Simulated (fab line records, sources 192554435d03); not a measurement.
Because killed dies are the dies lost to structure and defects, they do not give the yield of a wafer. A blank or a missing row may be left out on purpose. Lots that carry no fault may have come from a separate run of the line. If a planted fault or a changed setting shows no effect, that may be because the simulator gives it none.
What tool caused it?	flow n5Finfet	10 lots with 27 wafers sampled at 4 steps, on a route of 1938 steps

== WHAT EACH GAUGE READ, for each wafer ==
N5_BEOL_M4_RC_MEAS_101.
lot	measured	on	CJ_N	DIBL_N (mV/V)	DIBL_P (mV/V)	IOFF_N (nA/um)	IOFF_N_85C (nA/um)	IOFF_P (nA/um)	ION_N (uA/um)	ION_P (uA/um)	SS_N (mV/dec)	SS_P (mV/dec)	VT_N (mV)	VT_P (mV)
L484	day 7 21:03	prober-01	4.43 4.39 4.29	35.2 37.2 34.7	35.6 38.1 35.4	0.15 0.18 0.14	3.0 3.4 2.8	0.23 0.28 0.23	683 671 673	472 469 473	71.4 71.3 70.8	72.4 73.8 72.9	249 246 252	-244.8 -244.1 -244.3
L485	day 8 13:50	prober-02	4.35 4.35 4.37	36.3 39.2 34.9	36.0 38.8 33.5	0.15 0.22 0.13	3.0 4.1 2.6	0.21 0.24 0.16	670 679 668	464 462 455	71.2 71.9 70.1	72.9 73.5 72.4	251 245 251	-248.5 -249.6 -255.4
L486	day 8 20:51	prober-02	4.57 4.61 4.59	37.0 36.8 38.2	37.1 36.1 38.9	0.16 0.14 0.19	3.2 2.8 3.6	0.24 0.21 0.27	688 666 689	479 465 476	71.4 71.5 71.7	73.4 73.0 73.9	249 253 247	-247.9 -248.5 -246.0
L488	day 9 03:23	prober-01	4.44 4.49 4.42	36.4 33.1 37.8	36.4 32.5 39.1	0.16 0.11 0.21	3.1 2.4 3.9	0.19 0.16 0.25	669 671 688	456 460 472	71.9 71.3 72.2	73.9 72.4 74.0	251 254 243	-253.5 -256.4 -246.4
L489	day 9 08:04	prober-02	4.38 4.58 4.41	33.9 38.6 34.7	33.5 38.1 34.7	0.11 0.20 0.13	2.4 3.8 2.7	0.17 0.24 0.20	670 680 672	470 465 466	70.8 70.9 69.8	73.3 73.7 72.4	255 249 253	-255.4 -248.3 -250.2
L490	day 9 10:03	prober-02	4.45 4.46 4.37	35.2 37.0 37.0	31.7 34.8 34.8	0.13 0.16 0.15	2.6 3.2 3.0	0.17 0.20 0.20	671 685 662	459 467 460	71.0 71.5 71.9	72.1 72.7 72.6	253 249 251	-252.1 -252.0 -250.5
L496	day 12 21:18	prober-02	4.42 4.84	37.0 44.3	36.9 35.5	0.17 0.77	3.3 11.6	0.24 0.22	680 690	466 467	71.7 83.5	74.0 73.4	248 246	-245.9 -247.2
L497	day 13 09:56	prober-01	4.29 4.37 4.75	33.6 38.5 40.8	33.2 38.7 33.4	0.13 0.22 0.48	2.5 4.0 7.8	0.18 0.27 0.18	654 687 672	452 469 458	71.5 72.2 81.7	73.0 73.7 73.0	251 245 250	-250.5 -247.3 -251.6
L498	day 13 19:34	prober-02	4.39 4.82	39.1 43.8	37.8 35.2	0.19 0.60	3.5 9.4	0.24 0.20	671 679	470 460	72.9 82.3	73.6 73.2	247 250	-247.0 -249.7
L504	day 14 15:30	prober-01	4.17 4.19	36.0 37.3	35.6 36.9	0.14 0.16	2.8 3.2	0.19 0.21	664 685	456 462	71.3 71.8	72.3 73.2	251 250	-252.3 -249.8

== TOOL THAT RAN EACH LOT (tool first, then ch and the chambers of the sampled wafers, then the start) ==
lot	N5_SD_EPI_N_SD_RECESS_17	N5_BEOL_M4_ANNEAL_51	N5_BEOL_M4_DEP_57
L484	rieSi-02 ch 1,2,3, day 3 08:22	rtpAnneal-01 ch 0, day 7 19:55	pecvd-03 ch 0,2, day 7 20:46
L485	rieSi-02 ch 0,2, day 3 16:18	rtpAnneal-01 ch 0, day 8 12:49	pecvd-04 ch 0,1, day 8 13:33
L486	rieSi-02 ch 0,1,2, day 3 19:34	rtpAnneal-02 ch 0, day 8 19:49	pecvd-04 ch 0,1,2, day 8 20:35
L488	rieSi-02 ch 0,2,3, day 4 07:34	rtpAnneal-01 ch 0, day 9 02:22	pecvd-04 ch 0,1,2, day 9 03:07
L489	rieSi-03 ch 0,1,2, day 4 12:44	rtpAnneal-01 ch 0, day 9 05:16	pecvd-04 ch 1,2, day 9 06:04
L490	rieSi-02 ch 0,3, day 4 21:49	rtpAnneal-01 ch 0, day 9 08:55	pecvd-01 ch 0,1,2, day 9 09:37
L496	rieSi-02 ch 0, day 6 07:08	rtpAnneal-02 ch 0, day 12 20:24	pecvd-04 ch 0,2, day 12 21:11
L497	rieSi-02 ch 0,1,3, day 6 13:54	rtpAnneal-02 ch 0, day 13 09:01	pecvd-04 ch 0,2, day 13 09:49
L498	rieSi-02 ch 0,3, day 6 20:28	rtpAnneal-01 ch 0, day 13 18:26	pecvd-03 ch 1,2, day 13 19:08
L504	rieSi-03 ch 1,3, day 8 10:20	rtpAnneal-01 ch 0, day 14 14:17	pecvd-03 ch 1,2, day 14 15:04
- N5_SD_EPI_N_SD_RECESS_17: chemistry HBr/Cl2/O2, target depth 41 nm, time 23.7 s, bt time 3 s.
- N5_BEOL_M4_ANNEAL_51: time 90 s.
- N5_BEOL_M4_DEP_57: deposits SiCN from 3MS/NH3, target thk 8 nm, time 14 s.

== AS READ BY THE TOOLS THEMSELVES (means over the sampled wafers that have a number; for cases with no such wafer, the mark the record gives instead) ==
N5_SD_EPI_N_SD_RECESS_17.
lot	tool	drypumpMotorCurrentA (A)	oesProductAu (a.u.)	throttleValvePct (%)
L484	rieSi-02	5.2	1.005	36.7
L485	rieSi-02	5.3	1.018	37.1
L486	rieSi-02	5.2	1.014	36.8
L488	rieSi-02	5.2	1.008	37.0
L489	rieSi-03	5.6	1.006	37.4
L490	rieSi-02	5.5	1.005	37.1
L496	rieSi-02	5.6	1.002	37.2
L497	rieSi-02	5.5	0.998	36.8
L498	rieSi-02	5.5	0.994	37.0
L504	rieSi-03	6.1	0.992	37.4

N5_BEOL_M4_ANNEAL_51.
lot	tool	wafer_temp_C_max
L484	rtpAnneal-01	226.4
L485	rtpAnneal-01	226.6
L486	rtpAnneal-02	225.6
L488	rtpAnneal-01	226.7
L489	rtpAnneal-01	226.6
L490	rtpAnneal-01	226.4
L496	rtpAnneal-02	225.7
L497	rtpAnneal-02	225.5
L498	rtpAnneal-01	226.6
L504	rtpAnneal-01	226.1

N5_BEOL_M4_DEP_57.
lot	tool	showerheadPlenumPTorr (Torr)	throttleValvePct (%)
L484	pecvd-03	3.654	8.8
L485	pecvd-04	3.669	9.0
L486	pecvd-04	3.664	9.1
L488	pecvd-04	3.660	9.1
L489	pecvd-04	3.657	9.5
L490	pecvd-01	3.667	9.3
L496	pecvd-04	3.659	8.7
L497	pecvd-04	3.665	8.7
L498	pecvd-03	3.638	8.6
L504	pecvd-03	3.640	8.5

== THE ANSWER, worked out from the rows above alone ==
Rule: the lots themselves supply what counts as usual. Put in order of their means at a reading, lots are off if they are a third of the lots or fewer, leave a main group of 4 or more, and stand apart from it by a gap of 3 or more times the standard deviation of the main group's means; of several such gaps the widest counts. The tables above print the reading to a certain number of digits; a main group whose means all agree to those digits is not used. Also off: a lot with no number at a reading for which 4 or more lots have one. Where the step has rows for the other lots, those lots are counted as sound. First the gauges in route order, then the tools' own readings, where a lot's mean is used as printed above. The first step at which some lot is off is used, and at that step the reading that is off furthest; a lot without a number counts as furthest.
Off: at N5_BEOL_M4_RC_MEAS_101 (IOFF_N), L496, L497, L498. For the main group the mean is 0.16 nA/um and the standard deviation 0.0075.
If a tool, at a process step before that reading, ran all the lots that are off and no sound lot after the first of them, it fits. Those tools and the gauges at N5_BEOL_M4_RC_MEAS_101 are tried in the same way. One fits: N5_SD_EPI_N_SD_RECESS_17 on rieSi-02. A fault onset in the window from L490 (day 4 21:49, its last sound lot) to L496 (day 6 07:08, its first lot off) fits.

== WHAT WAS PUT IN BY THE SIMULATOR ==
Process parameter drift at N5_SD_EPI_N_SD_RECESS_17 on rieSi-02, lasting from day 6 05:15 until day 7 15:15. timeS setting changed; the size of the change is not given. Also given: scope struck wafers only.
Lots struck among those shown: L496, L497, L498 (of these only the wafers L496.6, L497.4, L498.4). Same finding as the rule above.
